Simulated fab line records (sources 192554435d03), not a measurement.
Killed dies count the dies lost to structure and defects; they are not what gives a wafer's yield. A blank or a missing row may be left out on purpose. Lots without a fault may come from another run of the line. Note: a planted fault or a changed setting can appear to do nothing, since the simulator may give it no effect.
fab line records ; flow n5-finfet
record lots=6; wafers=17; last-day=17
route steps=1938 shown BEOL_M3@999 BEOL_M4@1111 PASSIVATION@1936
lots with no fault: from the same line, run without faults
start-h: start of the lot's first displayed wafer, in hours after the record's first day ; wait-h: how many hours have passed since the lot's step before this one ; " identical to the entry in the row above ; L1.1+2: one row covering several wafers at once ; - value missing, or start not given ; * or withheld: withheld ; < > ~ a bound
route shown NAME@n: names a module that has steps shown in the file, with the first one's number in the route ; usual: mean/standard deviation taken from wafers without a fault ; same: alike in all rows ; chamber/n: place in a boat ; sites: per-site readings ; _std_site: their standard deviation ; _edge_site: mean of outer sites minus mean of inner sites ; radius-mm: for every site, how far away it sits from the centre of the wafer ; mask NAME#n: copy n ; behind: the tool/chamber that last shaped the wafer ; hold: reason for holding the lot/hours on hold/outcome of the hold ; device: transistor that didn't switch, given as n, p or np ; end of line: tests run on the same wafers once the route is complete ; a step with no rows: only its recipe ; killed: at the first sort, the dies lost to defects and structure; wafer yield is something else ; map: dies across one wafer; x = killed, . = not, _ = none there
set.NAME: the setting as run; set.NAME@STEP: as run at that earlier step ; model.NAME: the simulator's own value behind a step, which no gauge read
lots at some steps of the route; a table a step, a row a wafer
services: when a tool's chamber went out of use (start-h, in hours from the record's first day, below 0 if earlier), for how many hours, and the reason
## steps
# step N5_BEOL_M3_ANNEAL_82
# recipe temp-c=400; time-s=240; ambient=vacuum
# step N5_BEOL_M3_SPUTTER_86
# recipe material=Cu; target-thk-a=45; temp-c=-20; chamber-pressure-pa=0.07; power-w=withheld; time-s=8.29
# step N5_BEOL_M3_ANNEAL_87
# recipe temp-c=400; time-s=240; ambient=vacuum
# step N5_BEOL_M3_SPUTTER_88
# recipe material=Cu; target-thk-a=45; temp-c=-20; chamber-pressure-pa=0.07; power-w=withheld; time-s=8.29
# step N5_BEOL_M3_ANNEAL_89
# recipe temp-c=400; time-s=240; ambient=vacuum
# step N5_BEOL_M3_SPUTTER_90
# recipe material=Cu; target-thk-a=45; temp-c=-20; chamber-pressure-pa=0.07; power-w=withheld; time-s=8.29
# usual chuck-gas-flow-sccm=1.27/0.055; throttle-valve-pct=30.2/0.93
# same time-s=8.29
lot.wafer;tool;chamber;start-h;wait-h;chuck-gas-flow-sccm;throttle-valve-pct
L968.3;pvd-sputter-02;-;194.45;0.1;1.24;30.2
L968.4;pvd-sputter-02;-;194.45;0.1;1.20;29.1
L968.5;pvd-sputter-02;-;194.45;0.1;1.30;29.1
L969.1;pvd-sputter-01;-;197.70;0.1;1.28;31.0
L969.6;pvd-sputter-01;-;197.70;0.1;1.20;30.8
L977.1;pvd-sputter-02;-;259.23;0.1;1.22;30.1
L977.2;pvd-sputter-02;-;259.23;0.1;1.25;28.9
L977.6;pvd-sputter-02;-;259.23;0.1;1.14;28.8
L978.1;pvd-sputter-02;-;263.53;0.1;1.27;29.1
L978.3;pvd-sputter-02;-;263.53;0.1;1.22;30.0
L978.4;pvd-sputter-02;-;263.53;0.1;1.37;29.4
L983.1;pvd-sputter-01;-;284.21;0.1;1.30;30.8
L983.2;pvd-sputter-01;-;284.21;0.1;1.30;31.1
L983.5;pvd-sputter-01;-;284.21;0.1;1.30;32.0
L985.2;pvd-sputter-01;-;298.49;0.1;1.29;31.9
L985.5;pvd-sputter-01;-;298.49;0.1;1.36;31.8
L985.6;pvd-sputter-01;-;298.49;0.1;1.32;31.0
# step N5_BEOL_M3_ANNEAL_91
# recipe temp-c=400; time-s=240; ambient=vacuum
# step N5_BEOL_M3_SPUTTER_92
# recipe material=Cu; target-thk-a=45; temp-c=-20; chamber-pressure-pa=0.07; power-w=withheld; time-s=8.29
# step N5_BEOL_M3_ANNEAL_93
# recipe temp-c=400; time-s=240; ambient=vacuum
# usual heater-power-w=813/89; susceptor_temp_C_max=401.0/0.35
# same time-s=240
lot.wafer;tool;chamber;start-h;wait-h;heater-power-w;susceptor_temp_C_max
L968.3;pvd-sputter-02;-;194.75;0.0;779;400.8
L968.4;pvd-sputter-02;-;194.75;0.0;714;401.3
L968.5;pvd-sputter-02;-;194.75;0.0;848;401.5
L969.1;pvd-sputter-01;-;198.00;0.0;708;401.0
L969.6;pvd-sputter-01;-;198.00;0.0;689;401.6
L977.1;pvd-sputter-02;-;259.53;0.0;792;400.9
L977.2;pvd-sputter-02;-;259.53;0.0;855;401.4
L977.6;pvd-sputter-02;-;259.53;0.0;844;400.8
L978.1;pvd-sputter-02;-;263.83;0.0;849;402.0
L978.3;pvd-sputter-02;-;263.83;0.0;784;400.8
L978.4;pvd-sputter-02;-;263.83;0.0;716;401.1
L983.1;pvd-sputter-01;-;284.51;0.0;768;401.0
L983.2;pvd-sputter-01;-;284.51;0.0;691;400.8
L983.5;pvd-sputter-01;-;284.51;0.0;875;401.0
L985.2;pvd-sputter-01;-;298.79;0.0;885;401.3
L985.5;pvd-sputter-01;-;298.79;0.0;885;401.3
L985.6;pvd-sputter-01;-;298.79;0.0;691;400.7
# step N5_BEOL_M3_SPUTTER_94
# recipe material=Cu; target-thk-a=45; temp-c=-20; chamber-pressure-pa=0.07; power-w=withheld; time-s=8.29
# usual chuck-gas-flow-sccm=1.26/0.051; throttle-valve-pct=30.1/0.93
# same time-s=8.29
lot.wafer;tool;chamber;start-h;wait-h;chuck-gas-flow-sccm;throttle-valve-pct
L968.3;pvd-sputter-02;-;194.89;0.1;1.20;30.6
L968.4;pvd-sputter-02;-;194.89;0.1;1.31;29.2
L968.5;pvd-sputter-02;-;194.89;0.1;1.17;28.9
L969.1;pvd-sputter-01;-;198.14;0.1;1.18;30.8
L969.6;pvd-sputter-01;-;198.14;0.1;1.34;31.0
L977.1;pvd-sputter-02;-;259.67;0.1;1.21;30.3
L977.2;pvd-sputter-02;-;259.67;0.1;1.28;28.9
L977.6;pvd-sputter-02;-;259.67;0.1;1.25;29.0
L978.1;pvd-sputter-02;-;263.97;0.1;1.37;29.0
L978.3;pvd-sputter-02;-;263.97;0.1;1.14;30.5
L978.4;pvd-sputter-02;-;263.97;0.1;1.29;29.4
L983.1;pvd-sputter-01;-;284.65;0.1;1.26;30.7
L983.2;pvd-sputter-01;-;284.65;0.1;1.26;31.0
L983.5;pvd-sputter-01;-;284.65;0.1;1.29;32.3
L985.2;pvd-sputter-01;-;298.93;0.1;1.26;32.0
L985.5;pvd-sputter-01;-;298.93;0.1;1.20;31.9
L985.6;pvd-sputter-01;-;298.93;0.1;1.31;31.0
# step N5_BEOL_M3_ANNEAL_95
# recipe temp-c=400; time-s=240; ambient=vacuum
# step N5_BEOL_M3_SPUTTER_96
# recipe material=Cu; target-thk-a=45; temp-c=-20; chamber-pressure-pa=0.07; power-w=withheld; time-s=8.29
# usual chuck-gas-flow-sccm=1.26/0.055; throttle-valve-pct=30.2/0.95
# same time-s=8.29
lot.wafer;tool;chamber;start-h;wait-h;chuck-gas-flow-sccm;throttle-valve-pct
L968.3;pvd-sputter-02;-;195.11;0.1;1.23;30.4
L968.4;pvd-sputter-02;-;195.11;0.1;1.23;29.2
L968.5;pvd-sputter-02;-;195.11;0.1;1.32;28.9
L969.1;pvd-sputter-01;-;198.36;0.1;1.32;30.8
L969.6;pvd-sputter-01;-;198.36;0.1;1.25;31.0
L977.1;pvd-sputter-02;-;259.89;0.1;1.24;30.1
L977.2;pvd-sputter-02;-;259.89;0.1;1.29;29.0
L977.6;pvd-sputter-02;-;259.89;0.1;1.33;28.9
L978.1;pvd-sputter-02;-;264.19;0.1;1.23;28.9
L978.3;pvd-sputter-02;-;264.19;0.1;1.26;30.5
L978.4;pvd-sputter-02;-;264.19;0.1;1.29;29.3
L983.1;pvd-sputter-01;-;284.87;0.1;1.35;30.8
L983.2;pvd-sputter-01;-;284.87;0.1;1.28;30.9
L983.5;pvd-sputter-01;-;284.87;0.1;1.27;31.8
L985.2;pvd-sputter-01;-;299.15;0.1;1.27;31.7
L985.5;pvd-sputter-01;-;299.15;0.1;1.23;31.6
L985.6;pvd-sputter-01;-;299.15;0.1;1.27;31.2
# step N5_BEOL_M3_ECD_50
# recipe material=Cu; target-thk-a=3000
lot.wafer;tool;chamber;start-h;wait-h;model.Cu_of_BEOL_M3_ECD_50.thk-nm
L968.3;ecd-cu-02;0;195.24;0.1;302.2
L968.4;ecd-cu-02;1;195.24;0.1;297.6
L968.5;ecd-cu-02;0;195.24;0.1;297.2
L969.1;ecd-cu-01;1;198.48;0.1;298.8
L969.6;ecd-cu-01;1;198.48;0.1;297.6
L977.1;ecd-cu-01;1;260.00;0.1;302.4
L977.2;ecd-cu-01;0;260.00;0.1;303.6
L977.6;ecd-cu-01;1;260.00;0.1;158.4
L978.1;ecd-cu-01;0;264.30;0.1;299.2
L978.3;ecd-cu-01;0;264.30;0.1;297
L978.4;ecd-cu-01;1;264.30;0.1;157.6
L983.1;ecd-cu-02;0;284.98;0.1;296.4
L983.2;ecd-cu-02;1;284.98;0.1;294
L983.5;ecd-cu-02;1;284.98;0.1;296.2
L985.2;ecd-cu-02;1;299.27;0.1;293.2
L985.5;ecd-cu-02;1;299.27;0.1;297.4
L985.6;ecd-cu-02;0;299.27;0.1;295.2
# step N5_BEOL_M3_ANNEAL_51
# recipe temp-c=225; time-s=90; ambient=N2
# usual wafer_temp_C_max=225.84/0.24
# same time-s=90
lot.wafer;tool;chamber;start-h;wait-h;wafer_temp_C_max
L968.3;rtp-anneal-02;0;195.39;0.1;225.88
L968.4;rtp-anneal-02;0;195.39;0.1;225.98
L968.5;rtp-anneal-02;0;195.39;0.1;225.91
L969.1;rtp-anneal-01;0;198.63;0.1;226.09
L969.6;rtp-anneal-01;0;198.63;0.1;226.20
L977.1;rtp-anneal-01;0;260.08;0.1;226.06
L977.2;rtp-anneal-01;0;260.08;0.1;225.76
L977.6;rtp-anneal-01;0;260.08;0.1;225.85
L978.1;rtp-anneal-02;0;264.38;0.1;225.70
L978.3;rtp-anneal-02;0;264.38;0.1;225.75
L978.4;rtp-anneal-02;0;264.38;0.1;225.67
L983.1;rtp-anneal-02;0;285.06;0.1;225.82
L983.2;rtp-anneal-02;0;285.06;0.1;225.81
L983.5;rtp-anneal-02;0;285.06;0.1;225.73
L985.2;rtp-anneal-01;0;299.52;0.2;226.20
L985.5;rtp-anneal-01;0;299.52;0.2;226.04
L985.6;rtp-anneal-01;0;299.52;0.2;226.31
# step N5_BEOL_M3_CMP_52
# recipe stop-on=SiOC; t-overpolish-s=6.8; down-force-psi=1; platen-rpm=50; clearing-platen-down-force-psi=1.5; clearing-platen-rpm=50; post-cmp-clean=cu-alkaline; target-thk-nm=40; clearing-platen-pad-velocity-m-s=0.99484; pad-velocity-m-s=0.99484
# usual motor-current-A=6.6/0.8; time-to-endpoint-s=64/3.4
lot.wafer;tool;chamber;start-h;wait-h;motor-current-A;time-to-endpoint-s
L968.3;cmp-04;2;195.60;0.2;6.2;67
L968.4;cmp-04;0;195.60;0.2;6.6;68
L968.5;cmp-04;3;195.60;0.2;7.5;62
L969.1;cmp-04;1;199.32;0.6;6.0;61
L969.6;cmp-04;3;199.32;0.6;7.4;57
L977.1;cmp-03;2;260.38;0.3;5.4;59
L977.2;cmp-03;0;260.38;0.3;6.1;63
L977.6;cmp-03;2;260.38;0.3;5.5;32
L978.3;cmp-04;3;264.72;0.2;7.4;61
L978.4;cmp-04;0;264.72;0.2;6.9;41
L978.1;cmp-04;1;264.72;0.2;6.2;67
L983.1;cmp-03;3;285.41;0.3;5.4;66
L983.2;cmp-03;0;285.41;0.3;6.2;62
L983.5;cmp-03;3;285.41;0.3;5.7;64
L985.2;cmp-04;0;299.77;0.2;7.1;69
L985.6;cmp-04;0;299.77;0.2;7.2;68
L985.5;cmp-04;1;299.77;0.2;6.3;65
# step N5_BEOL_M3_THK_MEAS_53
# recipe thk-meas-gauge=xrf; reads=Cu_of_BEOL_M3_ECD_50
# usual M3_THK=42.2/1.8
lot.wafer;tool;chamber;start-h;wait-h;M3_THK[nm]
L968.3;film-metro-02;-;195.90;-;43.0
L968.4;film-metro-02;-;195.90;-;45.2
L968.5;film-metro-02;-;195.90;-;41.8
L969.1;film-metro-02;-;199.50;-;40.5
L969.6;film-metro-02;-;199.50;-;42.0
L977.1;film-metro-01;-;260.67;-;40.3
L977.2;film-metro-01;-;260.67;-;40.8
L977.6;film-metro-01;-;260.67;-;41.9
L978.1;film-metro-01;-;264.97;-;43.5
L978.3;film-metro-01;-;264.97;-;42.0
L978.4;film-metro-01;-;264.97;-;45.4
L983.1;film-metro-01;-;285.67;-;41.7
L983.2;film-metro-01;-;285.67;-;40.2
L983.5;film-metro-01;-;285.67;-;42.7
L985.2;film-metro-02;-;300.07;-;42.7
L985.5;film-metro-02;-;300.07;-;43.7
L985.6;film-metro-02;-;300.07;-;43.9
# step N5_BEOL_M4_RC_MEAS_101
# usual DIBL_N=36.3/1.6; DIBL_P=36.2/2; IOFF_N=0.160/0.028; IOFF_P=0.21/0.036; ION_N=677/11; ION_P=465/6.9; SS_N=71.5/0.55; SS_P=73.3/0.64; VT_N=250/3; VT_P=-250/3.5
lot.wafer;tool;chamber;start-h;wait-h;DIBL_N[mV/V];DIBL_P[mV/V];IOFF_N[nA/um];IOFF_P[nA/um];ION_N[uA/um];ION_P[uA/um];SS_N[mV/dec];SS_P[mV/dec];VT_N[mV];VT_P[mV]
L968.3;prober-01;0;204.79;0.3;38.1;37.9;0.188;0.24;683;464;71.6;73.2;246;-250
L968.4;prober-01;0;204.79;0.3;36.7;37.4;0.168;0.23;679;479;71.7;73.2;246;-248
L968.5;prober-01;0;204.79;0.3;37.5;36.3;0.180;0.21;679;454;71.6;73.1;248;-251
L969.1;prober-01;0;209.38;0.0;34.4;35.6;0.137;0.18;665;458;71.1;73.2;252;-253
L969.6;prober-01;0;209.38;0.0;34.7;35.1;0.145;0.18;668;458;71.2;72.6;249;-251
L977.1;prober-01;0;275.54;0.0;34.4;35.1;0.142;0.20;685;470;70.7;73.1;249;-252
L977.2;prober-01;0;275.54;0.0;36.1;36.8;0.170;0.22;682;473;71.6;72.6;249;-248
L977.6;prober-01;0;275.54;0.0;35.3;36.4;0.158;0.22;685;467;71.9;72.8;249;-250
L978.1;prober-01;0;277.38;0.0;34.2;34.1;0.119;0.17;664;459;71.1;73.0;257;-255
L978.3;prober-01;0;277.38;0.0;34.3;33.9;0.118;0.17;667;462;71.2;72.3;252;-250
L978.4;prober-01;0;277.38;0.0;34.3;34.6;0.124;0.18;668;459;71.3;72.8;254;-252
L983.1;prober-02;0;300.11;0.0;33.7;34.0;0.133;0.18;688;476;71.1;72.9;251;-252
L983.2;prober-02;0;300.11;0.0;36.8;37.3;0.173;0.23;677;471;71.3;73.4;249;-247
L983.5;prober-02;0;300.11;0.0;34.8;35.1;0.150;0.20;670;464;71.4;73.5;250;-247
L985.2;prober-02;0;309.64;0.2;35.1;34.3;0.134;0.17;679;462;70.7;73.3;251;-255
L985.5;prober-02;0;309.64;0.2;35.7;35.7;0.144;0.18;665;452;71.8;73.6;251;-252
L985.6;prober-02;0;309.64;0.2;35.9;36.2;0.152;0.18;683;460;71.4;73.5;249;-254
# step N5_PASSIVATION_PROBE_49
# usual defect-limited-yield=91.2/1.5; killed_at_M0_to_M3=36/10; killed_at_M4_up=13/6; killed-at-contacts=11/5.2; killed-at-front-end=40/11; killed-at-other=3.1/2.9; killed-dies=104/17; killed-open=66/12; killed-short=34/7.7; sort_bin_5_function=5.1/0.91; sort_bin_6_memory=3.2/0.67; sort-n-pass=1076/17; sort-yield-pct=91.2/1.5
# same gross-dies=1180; killed-at-back-side=0; sort_bin_4_leakage[%]=0; sort_bin_8_speed[%]=0
lot.wafer;tool;chamber;start-h;wait-h;defect-limited-yield[%];killed_at_M0_to_M3;killed_at_M4_up;killed-at-contacts;killed-at-front-end;killed-at-other;killed-dies;killed-open;killed-short;sort_bin_5_function[%];sort_bin_6_memory[%];sort-n-pass;sort-yield-pct[%]
L968.3;prober-02;-;302.66;0.1;91.2;31;27;14;21;11;104;72;27;5.5;2.9;1076;91.2
L968.4;prober-02;-;302.71;0.2;90.3;42;13;14;46;0;115;67;46;4.9;4.4;1065;90.3
L968.5;prober-02;-;302.76;0.2;91.5;23;13;10;49;5;100;57;34;4.3;3.5;1080;91.5
L977.1;prober-01;-;378.18;0.0;90.0;63;5;8;38;4;118;72;46;5.9;4.0;1062;90.0
L977.2;prober-01;-;378.23;0.1;91.5;34;10;17;38;1;100;64;36;5.3;2.8;1080;91.5
L977.6;prober-01;-;378.43;0.3;91.1;45;8;7;41;4;105;70;32;5.6;2.7;1075;91.1
L983.1;prober-02;-;403.02;0.0;92.5;22;7;5;52;3;89;57;32;4.4;2.6;1091;92.5
L983.2;prober-02;-;403.07;0.1;91.9;19;15;2;54;5;95;62;33;5.1;2.9;1085;91.9
L983.5;prober-02;-;403.22;0.2;93.8;25;10;7;31;0;73;48;25;3.9;2.2;1107;93.8
# killed by level:class
L968.3 MOL_CONTACT_COAG:geometric-particle:open=13 BEOL_M4:geometric-particle:open=12 BEOL_M2:geometric-particle:open=8 BEOL_M0_SAQP:geometric-particle:short=7 STI_FIN_REVEAL:geometric-particle:open=6 BEOL_M0_SAQP:geometric-particle:open=6 BEOL_M5:geometric-particle:open=5 FIN_SAQP:geometric-particle:short=4
L968.4 FIN_SAQP:geometric-particle:short=17 MOL_CONTACT_COAG:geometric-particle:open=11 FIN_SAQP:geometric-particle:open=9 BEOL_M2:geometric-particle:open=8 BEOL_M0_SAQP:geometric-particle:short=6 BEOL_M1:geometric-particle:short=6 GATE_CUT:geometric-particle:short=5 BEOL_M1:geometric-particle:open=5
L968.5 MOL_CONTACT_COAG:geometric-particle:open=9 FIN_SAQP:geometric-particle:short=8 FIN_SAQP:geometric-particle:open=7 STI_FIN_REVEAL:geometric-particle:open=7 BEOL_M2:geometric-particle:open=5 HKMG_FIN:area-etch=5 FIN_CUT:geometric-particle:short=4 BEOL_M0_SAQP:geometric-particle:short=4
L977.1 BEOL_M0_SAQP:geometric-particle:open=19 BEOL_M0_SAQP:geometric-particle:short=18 BEOL_M1:geometric-particle:open=12 FIN_SAQP:geometric-particle:open=8 DUMMY_GATE:geometric-particle:open=7 MOL_CONTACT_COAG:geometric-particle:open=7 FIN_SAQP:geometric-particle:short=5 GATE_CUT:geometric-particle:short=5
L977.2 MOL_CONTACT_COAG:geometric-particle:open=12 FIN_SAQP:geometric-particle:open=11 BEOL_M0_SAQP:geometric-particle:short=11 FIN_SAQP:geometric-particle:short=9 BEOL_M0_SAQP:geometric-particle:open=6 BEOL_M3:geometric-particle:open=6 GATE_CUT:geometric-particle:open=5 MOL_CONTACT_COAG:geometric-particle:short=5
L977.6 BEOL_M0_SAQP:geometric-particle:open=11 BEOL_M1:geometric-particle:open=10 FIN_SAQP:geometric-particle:short=9 FIN_SAQP:geometric-particle:open=7 DUMMY_GATE:geometric-particle:open=7 BEOL_M2:geometric-particle:open=7 BEOL_M0_SAQP:geometric-particle:short=6 BEOL_M3:geometric-particle:short=5
L983.1 FIN_SAQP:geometric-particle:open=17 FIN_SAQP:geometric-particle:short=10 STI_FIN_REVEAL:geometric-particle:open=7 BEOL_M3:geometric-particle:open=6 BEOL_M2:geometric-particle:open=5 MOL_CONTACT_COAG:geometric-particle:open=4 BEOL_M0_SAQP:geometric-particle:short=4 BEOL_M4:geometric-particle:open=4
L983.2 FIN_SAQP:geometric-particle:open=13 FIN_SAQP:geometric-particle:short=11 BEOL_M4:geometric-particle:open=9 GATE_CUT:geometric-particle:short=8 BEOL_M1:geometric-particle:open=5 BEOL_M2:geometric-particle:open=5 BEOL_M4:geometric-particle:short=5 STI_FIN_REVEAL:geometric-particle:open=4
L983.5 FIN_SAQP:geometric-particle:short=9 FIN_SAQP:geometric-particle:open=6 BEOL_M0_SAQP:geometric-particle:open=6 MOL_CONTACT_COAG:geometric-particle:open=5 BEOL_M4:geometric-particle:open=5 BEOL_M3:geometric-particle:open=5 BEOL_M0_SAQP:geometric-particle:short=4 BEOL_M1:geometric-particle:open=4
## services
tool;chamber;start-h;hours;kind
ecd-cu-02;-;172.97;0.4;repair
ecd-cu-01;-;175.74;4.4;pm
cmp-03;-;189.04;0.4;repair
cmp-03;-;195.48;1.7;repair
ecd-cu-02;-;206.87;0.3;repair
cmp-03;-;235.56;1.1;repair
rtp-anneal-02;-;236.21;4.7;pm
cmp-03;-;243.89;5.3;pm
pvd-sputter-01;-;265.60;4.9;repair
## key
first-sign step=N5_BEOL_M3_CMP_52; reading=time-to-endpoint-s; direction=down; sigmas=8.2; usual=*; struck=*
effect none on later readings
model-effect step=N5_BEOL_M3_ECD_50; value=Cu_of_BEOL_M3_ECD_50.thk-nm; without=301.1; struck=158
met-at N5_BEOL_M3_ECD_50
struck-wafers L977.6,L978.4
onset-between 198.48 260.00
fault kind=process-parameter-drift; tool=ecd-cu-01; chamber=-; onset-h=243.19; steps=N5_BEOL_M3_ECD_50; channel=target-thk-a; offset=*; shape=step; end-h=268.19; scope=struck-wafers-only; acts-in=*; stated=*
